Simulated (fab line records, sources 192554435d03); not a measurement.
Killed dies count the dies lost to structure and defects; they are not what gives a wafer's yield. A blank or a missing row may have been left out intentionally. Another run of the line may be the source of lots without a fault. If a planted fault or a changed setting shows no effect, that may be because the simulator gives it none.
Problem report in the 8D (eight disciplines) form, filled by code | flow n5 finfet | the parts of the form that need people (team, actions taken, sign-off) are left out

## 1. WHAT WENT WRONG
rf fwd power W at N5_SD_EPI_P_ETCH_37 reads a mean of 3718 W on 9 wafers of 3 lots; wafers without a fault read 2995 W with a standard deviation of 9.6. That puts it +75 standard deviations away from the usual mean.
The step: etches SOC in N2/H2, overetch 108 nm, time 486 s.
First seen on wafer L235.1, day 4 13:29, on rie diel-06. At this step, 15 wafers from 5 lots have a number in the record. The rule behind "out" and "out of limits": a value lying over 4 standard deviations away from the usual mean. The other wafers with a number count as sound.

## 2. WHAT IT IS, AND WHAT IT ISN'T
question                    | is                       | is not
which readings at this step | rf fwd power W, rf vpp V | drypump motor current A, oes product au, showerhead plenum p Torr, throttle valve pct
which lots                  | L235, L236, L238         | L234, L247
which wafers of those lots  | all that have a number   | -
read on which tools         | rie diel-06              | rie diel-03
when                        | from day 4 13:29         | up to then (3 sound wafers); but 3 sound wafers of L247 came after

## 3. WHAT RULES OUT EACH SUSPECT
Counting: a tool at a process step up to the reading stays a suspect if it ran every lot that is out and no sound lot after the first of them.
- rie diel-06 at N5_SD_EPI_P_ETCH_37 (etches SOC in N2/H2, overetch 108 nm, time 486 s): kept. Every lot that is out went through it, starting with L235 (day 4 13:29), and after that it ran no sound lot; the last sound lot it ran before then is L234 (day 4 05:23). Its own rf fwd power W, rf vpp V readings are out on those wafers.
The count leaves rie diel-06 at N5_SD_EPI_P_ETCH_37.

## 4. THE CAUSE (what the simulator had put in)
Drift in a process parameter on rie diel-06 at N5_SD_EPI_P_ETCH_37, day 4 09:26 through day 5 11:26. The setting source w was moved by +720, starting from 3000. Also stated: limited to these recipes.
Counting left only this tool.

## 5. SEQUENCE OF EFFECTS, ordered by route
Each row: a reading whose mean over the struck wafers that have a number lies more than 3 standard deviations from the usual. Readings are gone through only where the record gives a usual standard deviation; hours: the median, over the lots, of the time from a lot's start at the first step in this table giving one to that lot's start at this step; sigmas: the change measured in usual standard deviations.
hours | step                | reading        | usual   | on struck wafers | change | sigmas
0     | N5_SD_EPI_P_ETCH_37 | rf fwd power W | 2995 W  | 3718             | +723   | +75
0     | N5_SD_EPI_P_ETCH_37 | rf vpp V       | 241.1 V | 222.6            | -18.5  | -15
Process steps it contains:
- N5_SD_EPI_P_ETCH_37: etches SOC in N2/H2, overetch 108 nm, time 486 s.
At these later measuring or inspecting steps, every struck wafer for which the step has a row has a number for every such reading, and none has moved that far: N5_BEOL_M4_RC_MEAS_101.

## 6. HOW IT WOULD HAVE BEEN CAUGHT EARLIER
4 hours passed between the start of the fault at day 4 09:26 and the first reading out of limits in this record, taken at day 4 13:29.
